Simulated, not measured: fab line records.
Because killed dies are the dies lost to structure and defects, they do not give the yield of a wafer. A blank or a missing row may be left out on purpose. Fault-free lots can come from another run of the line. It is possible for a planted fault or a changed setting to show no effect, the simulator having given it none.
fab line records	flow n5-finfet
record: lots: 24	wafers: 72	last-day: 18
route steps=1938 shown BEOL_M2@881
lots with no fault: from the same line, run without faults
start-h: hours from the record's first day to the start of the lot's first wafer shown	wait-h: time in hours since the lot's previous step	" unchanged from the row above	L1.1+2: one row covering several wafers at once	- no value, or no start given	* or withheld: withheld	< > ~ a bound
route shown NAME@n: a module of which the file shows steps, and the number in the route of the first	usual: mean/standard deviation of fault-free wafers	same: alike in all rows	chamber/n: place in a boat	sites: readings site by site	_std_site: the standard deviation of these	_edge_site: outer sites' mean less inner sites'	radius-mm: for every site, how far away it sits from the centre of the wafer	mask NAME#n: copy n	behind: the last tool/chamber to shape the wafer	hold: the reason the lot was held/the length of the hold in hours/how it ended	device: names the non-switching transistor (n, p or np)	end of line: the route-end tests of the same wafers	step lacking rows: just its recipe	killed: dies lost to structure and defects at the first sort, not the wafer's yield	map: shows each die of a wafer: x if killed, . if not, _ if none is there
set.NAME: the setting as run; set.NAME@STEP: as run at that earlier step	model.NAME: the simulator's own value behind a step, which no gauge read
steps of the route over a sample of lots; a table a step, a row a wafer
services: the hour from which a tool's chamber was out of use, counted from the record's first day as start-h (under 0 if before that day), plus the number of hours and why
== steps ==
step: N5_BEOL_M2_ETCH_69
recipe: chemistry: CF4	target: SiARC	target-depth-a: 156	mask-material: CAR-EUV	time-s: 26	ion-energy-ev: 80	pressure-mtorr: 40	source-w: 545	bias-w: 36	Ar_flow_sccm: 100	cf4-flow-sccm: 100	ends: cleared
usual: bias-w: 35.99/0.12	drypump-motor-current-A: 5.8/0.45	etch-rf-on-time-s: 26.0/0.6	oes-product-au: 0.67/0.077	rf-vpp-V: 184.0/1.3	showerhead-plenum-p-Torr: 2.15/0.072	throttle-valve-pct: 15.56/0.18
lot.wafer	tool	chamber	start-h	wait-h	bias-w	drypump-motor-current-A	etch-rf-on-time-s	oes-product-au	rf-hours-counter-h	rf-vpp-V	showerhead-plenum-p-Torr	throttle-valve-pct
L074.3	rie-diel-03	3	137.42	0.0	35.74	5.7	26.0	0.61	243	181.8	2.03	15.89
L074.4	"	1	"	"	35.83	5.3	26.0	0.72	54	185.2	2.17	15.31
L074.5	"	1	"	"	36.20	5.3	26.1	0.73	-	184.4	2.17	15.33
L075.2	rie-diel-03	3	141.01	0.0	36.04	5.7	26.3	0.60	244	183.2	2.02	15.88
L075.5	"	3	"	"	35.92	5.6	26.3	0.60	-	180.9	2.02	15.87
L075.6	"	2	"	"	36.02	5.4	25.7	0.70	-	184.6	2.16	15.35
L076.1	rie-diel-04	3	153.02	0.0	35.97	6.4	26.3	0.77	25	183.9	2.19	15.58
L076.4	"	0	"	"	36.05	6.7	26.1	0.58	245	182.8	2.02	15.96
L076.6	"	2	"	"	35.92	5.6	27.1	0.59	-	181.7	2.03	15.78
L079.3	rie-diel-04	2	165.80	0.0	35.86	5.6	27.0	0.60	222	181.0	2.03	15.80
L079.4	"	1	"	"	35.99	6.3	25.4	0.58	-	182.8	2.10	15.62
L079.6	"	3	"	"	36.05	6.4	26.1	0.76	-	184.4	2.19	15.58
L077.3	rie-diel-03	0	166.05	0.0	36.01	5.6	25.1	0.64	187	181.1	2.13	15.49
L077.5	"	1	"	"	36.05	5.3	26.4	0.72	-	183.6	2.17	15.36
L077.6	"	0	"	"	36.03	5.6	25.1	0.64	-	185.6	2.13	15.46
L080.3	rie-diel-02	0	167.92	0.0	35.94	5.3	26.3	0.61	198	182.4	2.04	15.51
L080.4	"	2	"	"	36.00	5.2	26.3	0.59	225	184.5	2.20	15.94
L080.5	"	3	"	"	36.10	5.6	25.0	0.64	-	184.8	2.13	15.58
L078.1	rie-diel-04	1	169.05	0.0	35.84	6.3	25.1	0.59	250	184.2	2.10	15.63
L078.2	"	3	"	"	36.16	6.4	25.6	0.76	32	183.4	2.19	15.59
L078.5	"	2	"	"	36.02	5.6	26.5	0.59	-	181.8	2.03	15.79
L081.1	rie-diel-02	0	179.31	0.0	36.09	5.3	26.2	0.60	201	181.8	2.04	15.53
L081.5	"	2	"	"	36.12	5.2	26.2	0.60	-	184.2	2.20	15.95
L081.6	"	1	"	"	35.95	6.3	26.5	0.61	-	183.8	2.21	15.61
L082.2	rie-diel-03	3	183.97	0.0	36.11	5.7	26.1	0.82	3	186.7	2.28	15.40
L082.3	"	2	"	"	36.04	5.4	26.2	0.68	103	185.4	2.15	15.40
L082.6	"	1	"	"	36.21	5.3	26.5	0.69	-	184.3	2.17	15.37
L083.2	rie-diel-03	2	187.70	0.0	36.10	5.4	26.0	0.68	104	184.1	2.15	15.39
L083.5	"	1	"	"	35.84	5.3	26.6	0.70	-	183.5	2.17	15.39
L083.6	"	0	"	"	36.12	5.6	25.6	0.63	-	183.1	2.12	15.51
L084.1	rie-diel-04	3	199.66	0.0	35.93	6.4	26.0	0.74	45	185.0	2.18	15.63
L084.3	"	2	"	"	35.94	5.6	26.8	0.58	237	182.9	2.02	15.82
L084.4	"	2	"	"	35.98	5.6	27.0	0.59	-	181.3	2.02	15.82
L085.1	rie-diel-04	0	199.89	0.0	35.98	6.7	25.9	0.79	8	186.6	2.27	15.49
L085.4	"	2	"	"	36.05	5.6	27.1	0.59	-	183.4	2.02	15.84
L085.6	"	0	"	"	35.89	6.7	26.0	0.80	-	185.3	2.27	15.51
L086.1	rie-diel-03	0	215.66	0.0	36.09	5.6	25.5	0.62	206	184.2	2.12	15.52
L086.3	"	2	"	"	36.00	5.4	26.1	0.67	115	181.9	2.14	15.39
L086.5	"	3	"	"	36.05	5.7	25.5	0.81	-	186.5	2.27	15.41
L087.1	rie-diel-04	0	227.94	0.0	36.31	6.7	25.9	0.76	17	186.1	2.27	15.53
L087.4	"	3	"	"	36.06	6.4	26.2	0.72	55	183.7	2.18	15.64
L087.5	"	1	"	"	36.10	6.3	24.9	0.82	-	182.4	2.10	15.18
L088.1	rie-diel-03	2	236.46	0.0	36.09	5.4	25.8	0.66	120	183.9	2.14	15.43
L088.3	"	0	"	"	35.95	5.6	25.4	0.61	211	183.0	2.12	15.52
L088.4	"	3	"	"	35.85	5.7	25.9	0.79	16	184.8	2.27	15.44
L089.1	rie-diel-02	1	236.72	0.0	36.08	6.2	26.8	0.59	233	185.3	2.20	15.66
L089.4	"	3	"	"	36.00	5.6	25.3	0.62	192	184.9	2.13	15.61
L089.5	"	1	"	"	35.94	6.2	26.6	0.59	-	185.9	2.20	15.64
L090.1	rie-diel-02	0	237.70	0.0	36.16	5.3	26.5	0.59	222	183.3	2.03	15.57
L090.2	"	2	"	"	36.03	5.2	26.4	0.59	248	185.6	2.19	15.99
L090.5	"	1	"	"	35.94	6.2	26.9	0.58	-	185.8	2.20	15.65
L092.2	rie-diel-03	3	245.13	0.0	35.89	5.7	26.0	0.79	20	186.7	2.27	15.42
L092.3	"	2	"	"	36.04	5.4	25.7	0.66	125	186.0	2.14	15.44
L092.4	"	1	"	"	35.98	5.3	26.2	0.69	96	182.8	2.16	15.41
L091.2	rie-diel-04	1	246.26	0.0	35.97	6.3	25.0	0.81	17	183.1	2.09	15.20
L091.3	"	3	"	"	36.01	6.4	26.3	0.71	64	184.7	2.18	15.65
L091.6	"	1	"	"	35.88	6.3	25.0	0.80	-	183.6	2.09	15.18
L093.1	rie-diel-02	3	250.29	0.0	35.94	5.6	25.2	0.62	198	183.0	2.12	15.63
L093.3	"	1	"	"	36.13	6.2	26.9	0.59	239	185.9	2.20	15.65
L093.6	"	0	"	"	36.05	5.3	26.7	0.59	-	182.3	2.03	15.58
L094.2	rie-diel-03	2	263.25	0.0	35.67	5.4	25.6	0.66	131	184.6	2.14	15.46
L094.3	"	3	"	"	35.86	5.7	25.8	0.78	27	185.5	2.27	15.44
L094.5	"	2	"	"	35.81	5.4	25.7	0.66	-	183.3	2.14	15.46
L095.1	rie-diel-02	3	263.34	0.0	36.18	5.6	25.2	0.62	205	182.5	2.12	15.65
L095.3	"	1	"	"	35.80	6.3	26.6	0.59	-	184.4	2.20	15.66
L095.4	"	3	"	"	36.17	5.6	25.1	0.61	-	183.3	2.12	15.64
L097.1	rie-diel-03	2	272.20	0.0	35.87	5.4	25.8	0.66	133	184.3	2.14	15.44
L097.3	"	1	"	"	35.85	5.3	26.5	0.68	105	183.3	2.16	15.44
L097.5	"	2	"	"	35.98	5.4	25.7	0.67	-	184.2	2.14	15.44
L096.1	rie-diel-04	1	272.65	0.0	36.13	6.3	24.5	0.79	26	184.6	2.09	15.22
L096.3	"	0	"	"	36.04	6.7	25.3	0.75	34	184.6	2.26	15.55
L096.5	"	3	"	"	35.88	6.4	26.0	0.71	-	184.2	2.17	15.67
step: N5_BEOL_M2_STRIP_36
recipe: chemistry: N2/H2	power-w: 450	temp-c: 40	pressure-mtorr: 20	rf-frequency-hz: 6e+07	overash-fraction: 0.3	bias-power-w: 7	h2-frac: 0.5	n2-flow-sccm: 200	h2-flow-sccm: 200
usual: drypump-motor-current-A: 5.8/0.47	oes-product-au: 0.79/0.091	rf-vpp-V: 59.0/1.5	showerhead-plenum-p-Torr: 2.56/0.093	throttle-valve-pct: 23.6/0.31
lot.wafer	tool	chamber	start-h	wait-h	drypump-motor-current-A	oes-product-au	rf-hours-counter-h	rf-vpp-V	showerhead-plenum-p-Torr	throttle-valve-pct
L074.3	rie-diel-02	1	138.40	0.0	6.2	0.74	202	61.0	2.63	23.7
L074.4	"	2	"	"	5.2	0.71	217	57.3	2.64	24.3
L074.5	"	2	"	"	5.2	0.72	-	57.9	2.64	24.3
L075.2	rie-diel-03	0	141.78	0.0	5.6	0.75	177	56.5	2.54	24.0
L075.5	"	3	"	"	5.7	0.70	-	57.0	2.38	23.7
L075.6	"	0	"	"	5.7	0.75	-	58.0	2.54	24.0
L076.1	rie-diel-02	3	157.06	0.0	5.6	0.74	166	61.0	2.53	23.6
L076.4	"	1	"	"	6.2	0.72	207	61.6	2.63	23.7
L076.6	"	3	"	"	5.6	0.74	-	57.6	2.53	23.6
L079.3	rie-diel-03	2	173.81	0.0	5.4	0.80	99	60.8	2.54	23.3
L079.4	"	2	"	"	5.4	0.79	-	58.9	2.54	23.3
L079.6	"	1	"	"	5.3	0.84	-	60.6	2.58	23.3
L077.3	rie-diel-02	2	173.84	0.0	5.3	0.70	227	59.1	2.64	24.3
L077.5	"	2	"	"	5.3	0.71	-	60.4	2.64	24.3
L077.6	"	3	"	"	5.6	0.75	-	58.9	2.53	23.6
L080.3	rie-diel-03	3	177.48	0.0	5.7	0.99	1	59.9	2.70	23.3
L080.4	"	1	"	"	5.3	0.84	73	61.9	2.58	23.3
L080.5	"	0	"	"	5.6	0.74	-	59.9	2.53	24.0
L078.1	rie-diel-02	1	177.58	0.0	6.3	0.72	213	61.1	2.63	23.7
L078.2	"	2	"	"	5.2	0.70	228	57.2	2.64	24.3
L078.5	"	1	"	"	6.2	0.73	-	60.5	2.63	23.7
L081.1	rie-diel-04	1	182.12	0.0	6.3	0.66	255	58.7	2.49	23.3
L081.5	"	1	"	"	6.3	0.67	-	57.5	2.49	23.3
L081.6	"	2	"	"	5.6	0.71	-	58.0	2.41	23.7
L082.2	rie-diel-03	3	185.11	0.0	5.7	0.97	4	60.4	2.70	23.3
L082.3	"	2	"	"	5.4	0.81	103	61.1	2.54	23.3
L082.6	"	1	"	"	5.3	0.84	-	60.8	2.58	23.3
L083.2	rie-diel-02	2	188.20	0.0	5.2	0.71	232	58.8	2.63	24.3
L083.5	"	3	"	"	5.6	0.74	-	58.7	2.53	23.7
L083.6	"	2	"	"	5.2	0.70	-	57.4	2.63	24.3
L084.1	rie-diel-02	0	205.76	0.0	5.3	0.71	212	60.9	2.39	23.3
L084.3	"	2	"	"	5.2	0.69	238	57.2	2.63	24.3
L084.4	"	1	"	"	6.2	0.72	223	58.3	2.62	23.7
L085.1	rie-diel-03	3	206.30	0.0	5.7	0.96	6	60.3	2.70	23.4
L085.4	"	0	"	"	5.6	0.71	202	60.3	2.53	24.0
L085.6	"	1	"	"	5.3	0.82	-	60.1	2.57	23.3
L086.1	rie-diel-04	2	216.37	0.0	5.6	0.70	243	57.8	2.40	23.7
L086.3	"	1	"	"	6.3	0.96	5	60.7	2.49	23.2
L086.5	"	2	"	"	5.6	0.69	-	59.1	2.40	23.7
L087.1	rie-diel-03	1	229.17	0.0	5.3	0.82	90	58.5	2.57	23.3
L087.4	"	0	"	"	5.6	0.72	209	58.0	2.53	24.0
L087.5	"	1	"	"	5.3	0.82	-	57.8	2.57	23.3
L088.1	rie-diel-03	0	239.63	0.0	5.6	0.70	212	58.9	2.53	24.0
L088.3	"	1	"	"	5.3	0.82	93	58.6	2.57	23.3
L088.4	"	2	"	"	5.4	0.78	122	57.0	2.53	23.3
L089.1	rie-diel-03	1	241.89	0.0	5.3	0.82	94	59.5	2.57	23.3
L089.4	"	0	"	"	5.7	0.71	212	58.1	2.53	24.0
L089.5	"	0	"	"	5.7	0.72	-	58.4	2.53	24.0
L090.1	rie-diel-04	0	241.91	0.0	6.7	0.89	23	57.6	2.72	23.7
L090.2	"	3	"	"	6.4	0.86	61	59.1	2.57	23.6
L090.5	"	3	"	"	6.4	0.85	-	58.4	2.57	23.6
L092.2	rie-diel-04	1	247.80	0.0	6.3	0.93	17	60.2	2.49	23.2
L092.3	"	0	"	"	6.7	0.88	26	60.3	2.72	23.7
L092.4	"	1	"	"	6.3	0.92	-	57.5	2.48	23.2
L091.2	rie-diel-02	3	248.27	0.0	5.6	0.72	197	60.3	2.52	23.7
L091.3	"	1	"	"	6.2	0.70	239	60.0	2.61	23.7
L091.6	"	1	"	"	6.2	0.70	-	58.8	2.61	23.8
L093.1	rie-diel-02	3	252.98	0.0	5.7	0.72	199	57.5	2.52	23.7
L093.3	"	1	"	"	6.2	0.69	241	57.7	2.61	23.8
L093.6	"	0	"	"	5.3	0.70	-	60.0	2.38	23.3
L094.2	rie-diel-04	2	265.79	0.0	5.6	0.99	5	59.5	2.72	23.3
L094.3	"	1	"	"	6.3	0.93	24	58.8	2.48	23.2
L094.5	"	2	"	"	5.6	0.98	-	59.2	2.72	23.3
L095.1	rie-diel-04	0	270.15	0.0	6.7	0.88	33	59.9	2.71	23.7
L095.3	"	1	"	"	6.3	0.93	25	59.2	2.48	23.2
L095.4	"	3	"	"	6.4	0.84	72	56.1	2.57	23.6
L097.1	rie-diel-04	1	276.30	0.0	6.3	0.91	27	58.1	2.48	23.2
L097.3	"	3	"	"	6.4	0.84	75	58.6	2.57	23.6
L097.5	"	0	"	"	6.7	0.88	-	60.0	2.71	23.7
L096.1	rie-diel-02	2	280.76	0.0	5.2	0.99	3	59.7	2.62	24.1
L096.3	"	3	"	"	5.6	0.70	213	61.0	2.51	23.7
L096.5	"	2	"	"	5.3	0.99	-	60.0	2.62	24.0
step: N5_BEOL_M2_CD_MEAS_35
recipe: target-cd-nm: 18	target-cd-y-nm: 22.2	polarity: opening
usual: cd-nm: 18.1/0.35
lot.wafer	tool	chamber	start-h	wait-h	cd-nm
L074.3	cd-sem-02	-	138.75	0.0	17.2
L074.4	"	-	"	"	17.0
L074.5	"	-	"	"	17.3
L075.2	cd-sem-03	-	142.14	0.0	19.1
L075.5	"	-	"	"	18.3
L075.6	"	-	"	"	18.4
L076.1	cd-sem-03	-	157.41	0.0	17.8
L076.4	"	-	"	"	18.0
L076.6	"	-	"	"	18.4
L079.3	cd-sem-02	-	174.16	0.0	18.5
L079.4	"	-	"	"	18.6
L079.6	"	-	"	"	18.7
L077.3	cd-sem-03	-	174.20	0.0	18.2
L077.5	"	-	"	"	18.1
L077.6	"	-	"	"	18.1
L080.3	cd-sem-02	-	177.83	0.0	17.8
L080.4	"	-	"	"	18.0
L080.5	"	-	"	"	18.3
L078.1	cd-sem-03	-	177.92	0.0	17.5
L078.2	"	-	"	"	18.7
L078.5	"	-	"	"	18.1
L081.1	cd-sem-02	-	182.46	0.0	18.2
L081.5	"	-	"	"	18.0
L081.6	"	-	"	"	18.1
L082.2	cd-sem-02	-	185.46	0.0	18.6
L082.3	"	-	"	"	18.2
L082.6	"	-	"	"	18.4
L083.2	cd-sem-02	-	188.54	0.0	18.3
L083.5	"	-	"	"	17.7
L083.6	"	-	"	"	18.3
L084.1	cd-sem-02	-	206.11	0.0	17.5
L084.3	"	-	"	"	17.5
L084.4	"	-	"	"	18.0
L085.1	cd-sem-03	-	206.65	0.0	17.9
L085.4	"	-	"	"	17.9
L085.6	"	-	"	"	18.3
L086.1	cd-sem-02	-	216.72	0.0	18.4
L086.3	"	-	"	"	17.7
L086.5	"	-	"	"	17.6
L087.1	cd-sem-01	-	229.52	0.0	17.9
L087.4	"	-	"	"	18.0
L087.5	"	-	"	"	17.6
L088.1	cd-sem-03	-	239.98	0.0	18.3
L088.3	"	-	"	"	18.4
L088.4	"	-	"	"	17.8
L089.1	cd-sem-01	-	242.24	0.0	17.6
L089.4	"	-	"	"	17.9
L089.5	"	-	"	"	17.7
L090.1	cd-sem-01	-	242.27	0.0	17.8
L090.2	"	-	"	"	17.6
L090.5	"	-	"	"	17.6
L092.2	cd-sem-03	-	248.15	0.0	18.3
L092.3	"	-	"	"	18.1
L092.4	"	-	"	"	17.9
L091.2	cd-sem-01	-	248.62	0.0	17.6
L091.3	"	-	"	"	18.2
L091.6	"	-	"	"	18.0
L093.1	cd-sem-01	-	253.32	0.0	18.2
L093.3	"	-	"	"	18.0
L093.6	"	-	"	"	18.1
L094.2	cd-sem-01	-	266.30	0.0	17.9
L094.3	"	-	"	"	17.6
L094.5	"	-	"	"	18.0
L095.1	cd-sem-02	-	270.50	0.0	17.5
L095.3	"	-	"	"	18.3
L095.4	"	-	"	"	18.4
L097.1	cd-sem-02	-	276.64	0.0	18.2
L097.3	"	-	"	"	18.0
L097.5	"	-	"	"	17.3
L096.1	cd-sem-02	-	281.10	0.0	18.4
L096.3	"	-	"	"	18.0
L096.5	"	-	"	"	18.3
step: N5_BEOL_M2_ANNEAL_49
recipe: temp-c: 400	time-s: 240	ambient: vacuum
usual: heater-power-w: 827/54	susceptor-temp-C: 400.03/0.2
lot.wafer	tool	chamber	start-h	wait-h	heater-power-w	susceptor-temp-C
L074.3	pvd-sputter-03	-	139.53	0.0	791	400.51
L074.4	"	-	"	"	882	400.24
L074.5	"	-	"	"	870	399.83
L075.2	pvd-sputter-02	-	143.01	0.0	871	400.32
L075.5	"	-	"	"	773	400.29
L075.6	"	-	"	"	876	399.99
L076.1	pvd-sputter-02	-	160.03	0.0	869	400.07
L076.4	"	-	"	"	758	400.01
L076.6	"	-	"	"	860	400.18
L079.3	pvd-sputter-03	-	175.35	0.0	874	400.17
L079.4	"	-	"	"	807	400.24
L079.6	"	-	"	"	789	399.99
L077.3	pvd-sputter-01	-	175.63	0.0	896	400.27
L077.5	"	-	"	"	720	400.02
L077.6	"	-	"	"	853	400.37
L080.3	pvd-sputter-03	-	179.21	0.0	869	399.90
L080.4	"	-	"	"	765	400.30
L080.5	"	-	"	"	794	400.12
L078.1	pvd-sputter-01	-	180.72	0.0	849	399.86
L078.2	"	-	"	"	714	399.75
L078.5	"	-	"	"	713	399.93
L081.1	pvd-sputter-02	-	183.67	0.0	887	400.14
L081.5	"	-	"	"	853	400.29
L081.6	"	-	"	"	821	399.86
L082.2	pvd-sputter-03	-	186.35	0.0	881	400.18
L082.3	"	-	"	"	821	400.12
L082.6	"	-	"	"	889	400.01
L083.2	pvd-sputter-03	-	189.93	0.0	878	399.76
L083.5	"	-	"	"	879	399.84
L083.6	"	-	"	"	779	399.58
L084.1	pvd-sputter-02	-	207.00	0.0	757	400.10
L084.3	"	-	"	"	864	400.04
L084.4	"	-	"	"	845	400.02
L085.1	pvd-sputter-01	-	207.81	0.0	695	400.18
L085.4	"	-	"	"	734	400.23
L085.6	"	-	"	"	732	400.15
L086.1	pvd-sputter-03	-	219.69	0.0	806	399.98
L086.3	"	-	"	"	897	399.98
L086.5	"	-	"	"	799	400.10
L087.1	pvd-sputter-02	-	230.84	0.0	846	400.22
L087.4	"	-	"	"	864	400.03
L087.5	"	-	"	"	873	400.13
L088.1	pvd-sputter-02	-	241.89	0.0	887	399.82
L088.3	"	-	"	"	812	400.11
L088.4	"	-	"	"	850	399.78
L089.1	pvd-sputter-01	-	243.40	0.0	693	399.76
L089.4	"	-	"	"	694	400.24
L089.5	"	-	"	"	841	400.15
L090.1	pvd-sputter-03	-	243.58	0.0	779	399.90
L090.2	"	-	"	"	886	400.28
L090.5	"	-	"	"	868	400.37
L092.2	pvd-sputter-03	-	249.93	0.0	808	400.27
L092.3	"	-	"	"	869	399.91
L092.4	"	-	"	"	790	400.13
L091.2	pvd-sputter-03	-	251.77	0.0	795	400.23
L091.3	"	-	"	"	901	399.87
L091.6	"	-	"	"	873	400.27
L093.1	pvd-sputter-02	-	254.63	0.0	852	400.04
L093.3	"	-	"	"	886	399.84
L093.6	"	-	"	"	810	399.86
L094.2	pvd-sputter-02	-	268.85	0.0	857	400.18
L094.3	"	-	"	"	777	399.80
L094.5	"	-	"	"	871	400.19
L095.1	pvd-sputter-02	-	272.15	0.0	858	400.35
L095.3	"	-	"	"	844	399.81
L095.4	"	-	"	"	740	400.17
L097.1	pvd-sputter-01	-	279.53	0.0	705	399.93
L097.3	"	-	"	"	749	399.98
L097.5	"	-	"	"	723	399.94
L096.1	pvd-sputter-03	-	282.80	0.0	891	400.14
L096.3	"	-	"	"	867	399.96
L096.5	"	-	"	"	810	399.75
step: N5_BEOL_M2_SPUTTER_79
recipe: material: Cu	target-thk-a: 45	temp-c: -20	chamber-pressure-pa: 0.07	power-w: withheld	time-s: 8.29
usual: susceptor-temp-C: -20.00/0.1	throttle-valve-pct: 30.0/1.2
lot.wafer	tool	chamber	start-h	wait-h	susceptor-temp-C	throttle-valve-pct
L074.3	pvd-sputter-03	-	139.67	0.1	-19.95	29.3
L074.4	"	-	"	"	-20.22	28.7
L074.5	"	-	"	"	-20.05	31.0
L075.2	pvd-sputter-02	-	143.15	0.1	-20.16	29.1
L075.5	"	-	"	"	-20.20	30.3
L075.6	"	-	"	"	-19.91	29.7
L076.1	pvd-sputter-02	-	160.17	0.1	-19.98	29.3
L076.4	"	-	"	"	-20.10	30.1
L076.6	"	-	"	"	-19.96	29.0
L079.3	pvd-sputter-03	-	175.49	0.1	-19.92	28.6
L079.4	"	-	"	"	-19.94	29.1
L079.6	"	-	"	"	-19.83	28.8
L077.3	pvd-sputter-01	-	175.77	0.1	-20.03	31.6
L077.5	"	-	"	"	-19.88	30.2
L077.6	"	-	"	"	-19.95	30.3
L080.3	pvd-sputter-03	-	179.35	0.1	-20.03	31.1
L080.4	"	-	"	"	-19.82	28.9
L080.5	"	-	"	"	-19.85	29.1
L078.1	pvd-sputter-01	-	180.86	0.1	-19.97	30.6
L078.2	"	-	"	"	-20.06	28.4
L078.5	"	-	"	"	-20.07	30.2
L081.1	pvd-sputter-02	-	183.81	0.1	-20.14	29.8
L081.5	"	-	"	"	-19.95	30.2
L081.6	"	-	"	"	-20.09	32.0
L082.2	pvd-sputter-03	-	186.49	0.1	-19.92	30.7
L082.3	"	-	"	"	-20.07	29.1
L082.6	"	-	"	"	-20.13	28.7
L083.2	pvd-sputter-03	-	190.07	0.1	-19.90	28.7
L083.5	"	-	"	"	-19.79	30.9
L083.6	"	-	"	"	-20.14	29.0
L084.1	pvd-sputter-02	-	207.14	0.1	-20.06	30.0
L084.3	"	-	"	"	-19.94	29.3
L084.4	"	-	"	"	-20.12	29.9
L085.1	pvd-sputter-01	-	207.95	0.1	-19.84	28.1
L085.4	"	-	"	"	-20.14	29.8
L085.6	"	-	"	"	-20.01	30.3
L086.1	pvd-sputter-03	-	219.83	0.1	-19.92	29.2
L086.3	"	-	"	"	-19.93	28.6
L086.5	"	-	"	"	-19.98	29.1
L087.1	pvd-sputter-02	-	230.98	0.1	-20.09	32.5
L087.4	"	-	"	"	-19.86	29.2
L087.5	"	-	"	"	-19.87	29.8
L088.1	pvd-sputter-02	-	242.03	0.1	-20.09	29.2
L088.3	"	-	"	"	-20.00	32.4
L088.4	"	-	"	"	-19.96	30.0
L089.1	pvd-sputter-01	-	243.54	0.1	-19.93	28.3
L089.4	"	-	"	"	-19.78	30.1
L089.5	"	-	"	"	-20.04	30.2
L090.1	pvd-sputter-03	-	243.72	0.1	-20.12	29.0
L090.2	"	-	"	"	-20.10	31.2
L090.5	"	-	"	"	-20.11	31.0
L092.2	pvd-sputter-03	-	250.07	0.1	-20.07	29.2
L092.3	"	-	"	"	-20.07	31.0
L092.4	"	-	"	"	-19.97	28.7
L091.2	pvd-sputter-03	-	251.91	0.1	-20.13	28.7
L091.3	"	-	"	"	-20.08	30.8
L091.6	"	-	"	"	-19.93	31.0
L093.1	pvd-sputter-02	-	254.77	0.1	-20.06	30.0
L093.3	"	-	"	"	-20.11	29.5
L093.6	"	-	"	"	-19.94	32.0
L094.2	pvd-sputter-02	-	268.99	0.1	-20.01	29.9
L094.3	"	-	"	"	-19.89	30.4
L094.5	"	-	"	"	-20.04	29.4
L095.1	pvd-sputter-02	-	272.29	0.1	-19.83	29.8
L095.3	"	-	"	"	-19.95	32.0
L095.4	"	-	"	"	-20.02	30.2
L097.1	pvd-sputter-01	-	279.67	0.1	-20.03	28.2
L097.3	"	-	"	"	-20.02	30.2
L097.5	"	-	"	"	-19.98	30.2
L096.1	pvd-sputter-03	-	282.94	0.1	-20.08	28.7
L096.3	"	-	"	"	-19.99	31.0
L096.5	"	-	"	"	-19.99	29.4
step: N5_BEOL_M2_ANNEAL_95
recipe: temp-c: 400	time-s: 240	ambient: vacuum
usual: heater-power-w: 829/55	susceptor-temp-C: 400.02/0.22
lot.wafer	tool	chamber	start-h	wait-h	heater-power-w	susceptor-temp-C
L074.3	pvd-sputter-03	-	141.07	0.0	790	400.02
L074.4	"	-	"	"	907	400.04
L074.5	"	-	"	"	890	400.01
L075.2	pvd-sputter-02	-	144.55	0.0	842	399.80
L075.5	"	-	"	"	775	400.26
L075.6	"	-	"	"	882	399.66
L076.1	pvd-sputter-02	-	161.57	0.0	869	399.90
L076.4	"	-	"	"	740	400.20
L076.6	"	-	"	"	827	399.78
L079.3	pvd-sputter-03	-	176.89	0.0	893	400.08
L079.4	"	-	"	"	790	400.15
L079.6	"	-	"	"	795	399.91
L077.3	pvd-sputter-01	-	178.20	0.0	884	400.16
L077.5	"	-	"	"	717	399.82
L077.6	"	-	"	"	850	400.13
L080.3	pvd-sputter-03	-	180.75	0.0	915	399.80
L080.4	"	-	"	"	793	400.44
L080.5	"	-	"	"	817	399.86
L078.1	pvd-sputter-01	-	182.26	0.0	844	399.69
L078.2	"	-	"	"	728	399.91
L078.5	"	-	"	"	741	400.23
L081.1	pvd-sputter-02	-	185.21	0.0	855	400.02
L081.5	"	-	"	"	841	400.21
L081.6	"	-	"	"	845	400.02
L082.2	pvd-sputter-03	-	187.89	0.0	878	400.04
L082.3	"	-	"	"	810	400.12
L082.6	"	-	"	"	881	400.41
L083.2	pvd-sputter-03	-	191.47	0.0	910	400.22
L083.5	"	-	"	"	846	400.15
L083.6	"	-	"	"	781	399.93
L084.1	pvd-sputter-02	-	208.54	0.0	754	400.20
L084.3	"	-	"	"	888	400.28
L084.4	"	-	"	"	857	399.90
L085.1	pvd-sputter-01	-	209.35	0.0	706	400.25
L085.4	"	-	"	"	727	399.93
L085.6	"	-	"	"	739	399.97
L086.1	pvd-sputter-03	-	221.23	0.0	812	400.34
L086.3	"	-	"	"	866	399.87
L086.5	"	-	"	"	815	400.42
L087.1	pvd-sputter-02	-	232.38	0.0	829	399.46
L087.4	"	-	"	"	868	400.09
L087.5	"	-	"	"	864	400.15
L088.1	pvd-sputter-02	-	243.43	0.0	858	399.97
L088.3	"	-	"	"	819	400.23
L088.4	"	-	"	"	856	400.27
L089.1	pvd-sputter-01	-	244.94	0.0	709	400.04
L089.4	"	-	"	"	714	399.96
L089.5	"	-	"	"	867	400.24
L090.1	pvd-sputter-03	-	245.12	0.0	780	399.91
L090.2	"	-	"	"	890	400.11
L090.5	"	-	"	"	889	400.25
L092.2	pvd-sputter-03	-	251.47	0.0	821	399.76
L092.3	"	-	"	"	877	400.03
L092.4	"	-	"	"	807	399.76
L091.2	pvd-sputter-03	-	253.31	0.0	783	400.01
L091.3	"	-	"	"	912	400.09
L091.6	"	-	"	"	873	399.70
L093.1	pvd-sputter-02	-	256.17	0.0	839	400.07
L093.3	"	-	"	"	878	399.77
L093.6	"	-	"	"	856	400.06
L094.2	pvd-sputter-02	-	270.39	0.0	868	399.89
L094.3	"	-	"	"	762	399.77
L094.5	"	-	"	"	866	400.31
L095.1	pvd-sputter-02	-	273.80	0.0	861	399.85
L095.3	"	-	"	"	826	399.91
L095.4	"	-	"	"	747	400.21
L097.1	pvd-sputter-01	-	281.07	0.0	721	399.87
L097.3	"	-	"	"	729	399.79
L097.5	"	-	"	"	723	399.93
L096.1	pvd-sputter-03	-	284.34	0.0	886	400.42
L096.3	"	-	"	"	896	400.03
L096.5	"	-	"	"	810	399.87
== services ==
tool	chamber	start-h	hours	kind
pvd-sputter-01	-	137.17	2.2	repair
rie-diel-02	-	145.40	4.3	pm
rie-diel-03	3	158.12	-	clean
rie-diel-03	3	158.12	-	consumable-replace:focus-ring
rie-diel-03	3	158.12	-	consumable-replace:showerhead
rie-diel-03	3	158.12	16.4	scheduled-down
rie-diel-03	3	158.12	16.4	vent-cycle
rie-diel-02	-	163.03	3.2	repair
rie-diel-04	0	165.28	-	clean
rie-diel-04	0	165.28	-	consumable-replace:focus-ring
rie-diel-04	0	165.28	-	consumable-replace:showerhead
rie-diel-04	0	165.28	18.7	scheduled-down
rie-diel-04	0	165.28	18.7	vent-cycle
rie-diel-04	1	184.08	-	clean
rie-diel-04	1	184.08	-	consumable-replace:focus-ring
rie-diel-04	1	184.08	16.1	scheduled-down
rie-diel-04	1	184.08	16.1	vent-cycle
rie-diel-03	3	189.80	9.6	repair
rie-diel-03	-	219.02	2.8	pm
pvd-sputter-01	-	231.67	2.2	repair
rie-diel-04	2	235.93	-	clean
pvd-sputter-01	-	236.50	2.7	repair
rie-diel-03	0	259.75	6.6	repair
rie-diel-02	0	261.10	2.4	repair
== key ==
fault none
